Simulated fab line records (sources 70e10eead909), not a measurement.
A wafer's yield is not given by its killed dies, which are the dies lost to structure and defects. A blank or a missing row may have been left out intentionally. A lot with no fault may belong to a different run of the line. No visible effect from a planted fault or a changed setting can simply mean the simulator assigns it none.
Matching of chambers -- flow nandHarc -- NHARC_A_CHANNEL_FILL_D1_ETCHBACK_20 on rieDiel-09: 4 sister chambers
The step etches the open film in C4F8/O2/Ar, target depth 27 nm, time 13.5 s. 18 wafers are shown with their chamber, then 9 later ones without.

== WAFERS PAIRED WITH THEIR CHAMBERS ==
wafer,chamber,rfVppV (V),oesProductAu (a.u.)
L075.2,3,980,0.99
L075.3,0,986,1.00
L075.4,2,983,1.00
L079.1,0,987,0.94
L079.3,3,982,0.92
L079.6,1,976,0.91
L082.3,0,987,0.94
L082.5,3,982,0.93
L082.6,0,987,0.94
L084.4,0,987,1.02
L084.5,0,987,1.02
L084.6,3,981,1.01
L087.1,1,975,0.99
L087.4,3,981,1.00
L087.5,3,982,0.99
L090.1,1,976,0.98
L090.5,1,975,0.99
L090.6,2,985,0.98

SIGNATURES, as means of the wafers listed above
reading,chamber 0,chamber 1,chamber 2,chamber 3,scatter within a chamber
rfVppV,986.83,975.50,984.00,981.33,0.715
oesProductAu,0.9767,0.9675,0.9900,0.9733,0.0381
Rule: a wafer lies at a distance from a chamber equal to the root of the sum of squares, over the readings, of (its reading less the chamber's mean, divided by the reading's scatter). If the next closest chamber is less than 2 further off than the closest, the wafer can't be placed; otherwise it belongs to the closest. The scatter: the root of (the sum of the squares of (reading less its chamber's mean) over the shown wafers, divided by (wafers less chambers)).

== WAFERS WHOSE CHAMBER IS MISSING ==
wafer,rfVppV (V),oesProductAu (a.u.)
L092.1,976,0.95
L092.2,985,0.95
L092.5,976,0.95
L095.1,987,1.02
L095.2,976,0.99
L095.4,984,0.99
L096.1,982,0.99
L096.3,976,0.98
L096.4,987,1.01

== EACH ONE'S CHAMBER ==
wafer,from the rows above,in truth
L092.1,1,1
L092.2,can't be placed: 2 or 0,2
L092.5,1,1
L095.1,0,0
L095.2,1,1
L095.4,2,2
L096.1,can't be placed: 3 or 2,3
L096.3,1,1
L096.4,0,0
7 of 9 placed correctly. These rows do not allow placing 2 (true chamber among the candidates in 2). 0 placed wrongly.
